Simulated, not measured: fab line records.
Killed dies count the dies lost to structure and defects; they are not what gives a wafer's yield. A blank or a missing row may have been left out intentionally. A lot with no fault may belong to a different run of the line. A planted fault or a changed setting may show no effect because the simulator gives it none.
Comparing a struck lot with a sound one ; flow n5Finfet ; 20 out of 1938 route steps
Sound: these wafers, L507.2, L507.3, L507.6. Struck: wafers L511.1, L511.2, L511.3. The cause is named last.
For every step that has rows: the tool of each side, followed by ch and its chambers, followed by its first start. Under that, the readings that differ: sound wafers ; struck wafers ; difference of the means ; sigmas: that difference in standard deviations of wafers without a fault.
alike: a reading whose means differ by less than 2 such deviations, as well as words and numbers matching on both sides. not compared: withheld readings; readings where some wafer has no value; bounds like >300 that might hide an equal value; numbers whose values overlap and for which the record gives no deviation.
A row with sigmas, a row that says differs or no value, or rows on one side alone: a step with any of these is where the two part. Non-overlapping numbers with no deviation appear without sigmas and do not part them. A reading missing from all wafers of one side parts the sides only when that side holds two or more wafers.

N5_START_INSPECT_01: inspects for defects (unpatterned scan).
  struck on defectInspect-01, day 5 18:02; sound on defectInspect-01, day 4 18:02
  alike: rawDefectCount
then, 2 steps without rows for these wafers: N5_ZERO_LAYER_PRECLEAN_00 (cleans in SPM, time 600 s); N5_ZERO_LAYER_SRD_01 (time 30 s, dry time 30 s).
N5_ZERO_LAYER_PECVD_02: deposits SiO2 from SiH4/N2O, target thk 10 nm, time 6 s.
  sound on pecvd-02 ch 0,1, day 4 18:19; struck on pecvd-03 ch 0,1,2, day 5 18:17
  alike: heaterPowerW, showerheadPlenumPTorr
then, 1 step without rows for these wafers: N5_ZERO_LAYER_HMDS_04 (time 60 s).
N5_ZERO_LAYER_COAT_05: resist thk 1000 nm.
  sound on lithoTrack-04 ch 0, day 4 18:23; struck on lithoTrack-03 ch 0, day 5 18:22
reading;sound;struck;difference;sigmas
spinSpeedRpm (rpm);1500.6 1501.7 1500.6;1231.7 1232.4 1233.9;-268.3;-99 or more
model.coat_of_ZERO_LAYER_COAT_05.thkNm (nm);1003 997.8 1002;1099 1103 1096;+98;
then, 6 steps without rows for these wafers: N5_ZERO_LAYER_EBR_07; N5_ZERO_LAYER_SOFTBAKE_06 (time 90 s); N5_ZERO_LAYER_EXPOSE_08 (exposes mask ZERO, defocus 0 nm, target cd 2000 nm); N5_ZERO_LAYER_PEB_09; N5_ZERO_LAYER_DEVELOP_10 (develop time 60 s); N5_ZERO_LAYER_HARDBAKE_23 (time 120 s).
N5_ZERO_LAYER_CD_MEAS_11: target cd 2000 nm.
  sound on cdSem-02 ch 0, day 4 18:40; struck on cdSem-01 ch 0, day 5 18:38
reading;sound;struck;difference;sigmas
cdNm (nm);2000.4 2002.9 2001.6;1991.9 1994.2 1995.5;-7.8;-3
N5_ZERO_LAYER_DESCUM_16: chemistry O2, time 7.9 s.
  sound on rieDiel-01 ch 1,2, day 4 18:42; struck on rieDiel-04 ch 0,2,3, day 5 18:41
  alike: biasPowerW, drypumpMotorCurrentA, oesProductAu, rfVppV, showerheadPlenumPTorr, throttleValvePct
  not compared: rfHoursCounterH
N5_ZERO_LAYER_ETCH_17: etches SiO2 in CF4, target depth 12 nm, time 13.3 s.
  sound on rieDiel-01 ch 1,2, day 4 18:44; struck on rieDiel-04 ch 0,2,3, day 5 18:43
  alike: drypumpMotorCurrentA, oesProductAu, rfVppV, showerheadPlenumPTorr, throttleValvePct
  not compared: rfHoursCounterH
N5_ZERO_LAYER_ETCH_18: etches Si in HBr/Cl2, target depth 120 nm, time 40 s.
  sound on rieSi-02 ch 0,1,3, day 4 18:49; struck on rieSi-04 ch 0,2,3, day 5 18:47
reading;sound;struck;difference;sigmas
model.coat_of_ZERO_LAYER_COAT_05.thkNm (nm);934.9 926 931.9;1029 1032 1025;+98;
  alike: drypumpMotorCurrentA, oesProductAu, throttleValvePct
  not compared: rfHoursCounterH
N5_ZERO_LAYER_STRIP_24: strips in O2.
  sound on plasmaAsher-01 ch 1, day 4 18:55; struck on plasmaAsher-01 ch 0,1, day 5 18:53
reading;sound;struck;difference;sigmas
stripTimeToEndpointS (s);43.98 43.71 43.88;46.79 46.90 46.67;+2.93;+27
  alike: drypumpMotorCurrentA, heaterPowerW, oesProductAu
  not compared: rfHoursCounterH
then, 1 step without rows for these wafers: N5_ZERO_LAYER_STRIP_19 (strips in SPM, time 900 s).
-- record jumps: 8 days separate the struck wafers' starts on either side; left off in module ZERO_LAYER, taken up again in module BEOL_M4, whose first shown step is the route's number 1111 --
N5_BEOL_M4_RC_MEAS_101:
  sound on prober-01 ch 0, day 12 11:56; struck on prober-01 ch 0, day 13 18:59
  alike: DIBL_N, DIBL_P, IOFF_N, IOFF_P, ION_N, ION_P, SS_N, SS_P, VT_N, VT_P
-- here the record skips 5 days between the struck wafers' starts before and after, leaving off in module BEOL_M4 and picking up in module PASSIVATION (first step shown: number 1936 of the route) --
N5_PASSIVATION_PROBE_49:
  record: rows for the struck wafers here (prober-01, day 18 11:38), none for the sound ones

== WHERE THEY PART ==
At N5_ZERO_LAYER_COAT_05 first; at N5_PASSIVATION_PROBE_49 last (within this record only).

WHY: what had been put in by the simulator
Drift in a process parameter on lithoTrack-03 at N5_ZERO_LAYER_COAT_05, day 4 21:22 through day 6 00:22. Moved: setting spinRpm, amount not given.
